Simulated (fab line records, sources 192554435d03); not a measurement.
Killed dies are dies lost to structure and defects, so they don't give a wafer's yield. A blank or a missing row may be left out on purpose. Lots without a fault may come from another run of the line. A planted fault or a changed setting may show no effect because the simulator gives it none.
Split-lot experiment | flow n5_finfet | 7 lots, 39 wafers read, on a route of 1938 steps

THE SPLIT
At N5_BEOL_M0_SAQP_ETCH_106 (etches SOC in N2/H2, stops on SiNx, target depth 150 nm), the setting target_depth_a was moved away from the recipe's 1500 angstrom on 6 of the 39 wafers read, by -59.2% to -25.3%. The other wafers ran this setting at the recipe's value.

The reading is taken at the split's own step.

THE READING
SOC_of_BEOL_M0_SAQP_COAT_105.thk_nm (the simulator's own value, which no gauge read), in nm, at N5_BEOL_M0_SAQP_ETCH_106 (etches SOC in N2/H2, stops on SiNx, target depth 150 nm). The file gives no usual value for it. The 33 wafers here that ran the recipe average 24.8 nm, standard deviation 1.3 nm.

wafer  | tool, chamber at the split | target_depth_a as run, angstrom | against the recipe | SOC_of_BEOL_M0_SAQP_COAT_105.thk_nm, nm | against lot-mates on the recipe
L075.1 | rie_diel-02, 2             | 1500                            | recipe             | 24                                      | -
L075.2 | rie_diel-02, 3             | 1500                            | recipe             | 22.8                                    | -
L075.3 | rie_diel-02, 1             | 1500                            | recipe             | 23.6                                    | -
L075.4 | rie_diel-02, 1             | 1500                            | recipe             | 23.4                                    | -
L075.5 | rie_diel-02, 3             | 1500                            | recipe             | 22.6                                    | -
L075.6 | rie_diel-02, 2             | 1500                            | recipe             | 24.2                                    | -
L078.1 | rie_diel-06, 2             | 1500                            | recipe             | 25.2                                    | -
L078.2 | rie_diel-06, 1             | 1500                            | recipe             | 24.8                                    | -
L078.3 | rie_diel-06, 3             | 1500                            | recipe             | 24                                      | -
L078.4 | rie_diel-06, 1,2           | 1500                            | recipe             | 25                                      | -
L078.6 | rie_diel-06, 1,2           | 1500                            | recipe             | 25                                      | -
L078.5 | rie_diel-06, 3             | 1500                            | recipe             | 23.8                                    | -
L085.1 | rie_diel-02, 0             | 1500                            | recipe             | 23.8                                    | -
L085.2 | rie_diel-02, 1,2           | 1500                            | recipe             | 25.4                                    | -
L085.3 | rie_diel-02, 1,2           | 1500                            | recipe             | 25.4                                    | -
L085.4 | rie_diel-02, 3             | 1500                            | recipe             | 24                                      | -
L085.5 | rie_diel-02, 0             | 1500                            | recipe             | 24.2                                    | -
L085.6 | rie_diel-02, 3             | 1500                            | recipe             | 24.6                                    | -
L087.2 | rie_diel-02, 1             | 1500                            | recipe             | 24.6                                    | -
L087.4 | rie_diel-02, 1             | 1500                            | recipe             | 24.4                                    | -
L087.6 | rie_diel-02, 0             | 1500                            | recipe             | 22                                      | -
L090.1 | rie_diel-06, 3             | 1500                            | recipe             | 24                                      | -
L090.2 | rie_diel-06, 0             | 611.7                           | -59.2%             | 69.6                                    | +45.3
L090.3 | rie_diel-06, 1             | 1500                            | recipe             | 24.2                                    | -
L090.4 | rie_diel-06, 2             | 611.7                           | -59.2%             | 69.4                                    | +45.1
L090.5 | rie_diel-06, 3             | 611.7                           | -59.2%             | 68.6                                    | +44.3
L090.6 | rie_diel-06, 0             | 1500                            | recipe             | 24.6                                    | -
L091.1 | rie_diel-04, 1             | 1500                            | recipe             | 26.6                                    | -
L091.2 | rie_diel-04, 3             | 1500                            | recipe             | 26.2                                    | -
L091.4 | rie_diel-04, 3             | 1500                            | recipe             | 26.2                                    | -
L091.3 | rie_diel-04, 0             | 1500                            | recipe             | 25.6                                    | -
L091.5 | rie_diel-04, 1             | 1500                            | recipe             | 26.8                                    | -
L091.6 | rie_diel-04, 0             | 1500                            | recipe             | 25.8                                    | -
L093.1 | rie_diel-04, 1             | 1120                            | -25.3%             | 46                                      | +18.8
L093.2 | rie_diel-04, 2             | 1120                            | -25.3%             | 44.6                                    | +17.4
L093.3 | rie_diel-04, 3             | 1500                            | recipe             | 26.6                                    | -
L093.4 | rie_diel-04, 0             | 1500                            | recipe             | 27.8                                    | -
L093.5 | rie_diel-04, 0             | 1120                            | -25.3%             | 45.6                                    | +18.4
L093.6 | rie_diel-04, 3             | 1500                            | recipe             | 27.2                                    | -
Where a row lists several chambers, the file gives one row for several wafers and doesn't say which wafer went through which chamber.

THE FIT
A straight line over all 39 wafers: SOC_of_BEOL_M0_SAQP_COAT_105.thk_nm changes by -0.758 nm for each +1% of target_depth_a; r = -0.99; the points scatter about the line by 1.3 nm.
The same after taking each lot's own level away (the mean of its wafers on the recipe; 39 wafers): -0.753 nm for each +1%; r = -1.00; scatter 0.67 nm.
On that fit, the largest move of target_depth_a shifts the reading by 45 nm.
The lots' own levels span 23.43 to 27.20 nm, that is 2.8 times the standard deviation above.
So the lot-to-lot level changes the slope little: the two slopes agree.
Check: with one of the wafers moved furthest among these (-59.2%) left out of the fit, the line predicts +44.3 nm for it against its lot-mates. It came out at +45.3 nm against them.

THE WHOLE CHAIN: every reading that the file lists as answering this split, in the file's order
step                     | what it does                                            | reading                                                                              | change (the file's fit)                                                              | r (the file's)
N5_BEOL_M0_SAQP_ETCH_106 | etches SOC in N2/H2, stops on SiNx, target depth 150 nm | SOC_of_BEOL_M0_SAQP_COAT_105.thk_nm (the simulator's own value, which no gauge read) | -0.753 nm for each +1% of the setting                                                | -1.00
N5_BEOL_M0_SAQP_ETCH_107 | etches SiNx in CH3F/O2, target depth 30 nm              | SOC_of_BEOL_M0_SAQP_COAT_105.thk_nm (the simulator's own value, which no gauge read) | not straight: 58.27 at the lowest setting, 13.99 at the recipe, 13.99 at the highest | not given

THE FILE'S OWN FIT
SOC_of_BEOL_M0_SAQP_COAT_105.thk_nm changes by -0.753 nm for each +1% of target_depth_a, r = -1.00.
